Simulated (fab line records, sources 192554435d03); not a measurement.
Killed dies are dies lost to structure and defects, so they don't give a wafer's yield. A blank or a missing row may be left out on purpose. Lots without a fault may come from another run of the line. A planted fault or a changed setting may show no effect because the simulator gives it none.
Chamber matching | flow n5_finfet | N5_BEOL_M3_PECVD_72 on pecvd-04: 3 sister chambers
The step deposits SiO2 from TEOS/O2, target thk 16 nm, time 18 s. 16 wafers are shown with their chamber, then 8 later ones without.

WAFERS WITH THEIR CHAMBER
wafer  | chamber | throttle_valve_pct (%) | showerhead_plenum_p_Torr (Torr) | heater_power_w (W)
L625.1 | 0       | 22.8                   | 8.98                            | 683
L625.3 | 1       | 24.7                   | 8.82                            | 781
L625.4 | 1       | 25.0                   | 8.84                            | 767
L626.1 | 2       | 21.3                   | 8.86                            | 773
L626.4 | 2       | 21.3                   | 8.88                            | 803
L626.6 | 0       | 22.9                   | 8.96                            | 608
L627.1 | 2       | 21.0                   | 8.84                            | 782
L627.2 | 1       | 24.9                   | 8.83                            | 662
L627.4 | 2       | 21.3                   | 8.85                            | 789
L628.2 | 2       | 21.3                   | 8.85                            | 671
L628.3 | 0       | 22.6                   | 8.97                            | 666
L628.6 | 2       | 21.4                   | 8.86                            | 672
L633.1 | 1       | 24.8                   | 8.81                            | 779
L633.4 | 1       | 24.7                   | 8.82                            | 755
L633.5 | 2       | 21.4                   | 8.85                            | 798
L635.1 | 0       | 22.8                   | 9.00                            | 662

SIGNATURES (means of the wafers above)
reading                  | chamber 0 | chamber 1 | chamber 2 | scatter within a chamber
throttle_valve_pct       | 22.775    | 24.820    | 21.286    | 0.131
showerhead_plenum_p_Torr | 8.9775    | 8.8240    | 8.8557    | 0.0135
heater_power_w           | 654.75    | 748.80    | 755.43    | 50.6
Rule: a wafer's distance from a chamber is the root of the sum, over the readings, of the square of ((its reading less the chamber's mean) divided by the reading's scatter). The wafer belongs to the nearest chamber; if the next one is less than 2 further off, it can't be placed. The scatter: the root of (the sum of the squares of (reading less its chamber's mean) over the shown wafers, divided by (wafers less chambers)).

WAFERS WITHOUT THEIR CHAMBER
wafer  | throttle_valve_pct (%) | showerhead_plenum_p_Torr (Torr) | heater_power_w (W)
L635.2 | 24.9                   | 8.81                            | 681
L635.5 | 21.3                   | 8.87                            | 781
L634.1 | 24.7                   | 8.83                            | 772
L634.4 | 21.6                   | 8.87                            | 733
L634.6 | 24.7                   | 8.83                            | 761
L640.4 | 21.7                   | 8.87                            | 770
L640.5 | 22.9                   | 9.00                            | 686
L640.6 | 24.7                   | 8.83                            | 664

WHICH CHAMBER EACH WENT THROUGH
wafer  | from the rows above | in truth
L635.2 | 1                   | 1
L635.5 | 2                   | 2
L634.1 | 1                   | 1
L634.4 | 2                   | 2
L634.6 | 1                   | 1
L640.4 | 2                   | 2
L640.5 | 0                   | 0
L640.6 | 1                   | 1
Placed correctly: 8 of 8. Can't be placed from these rows: 0. Placed wrongly: 0.
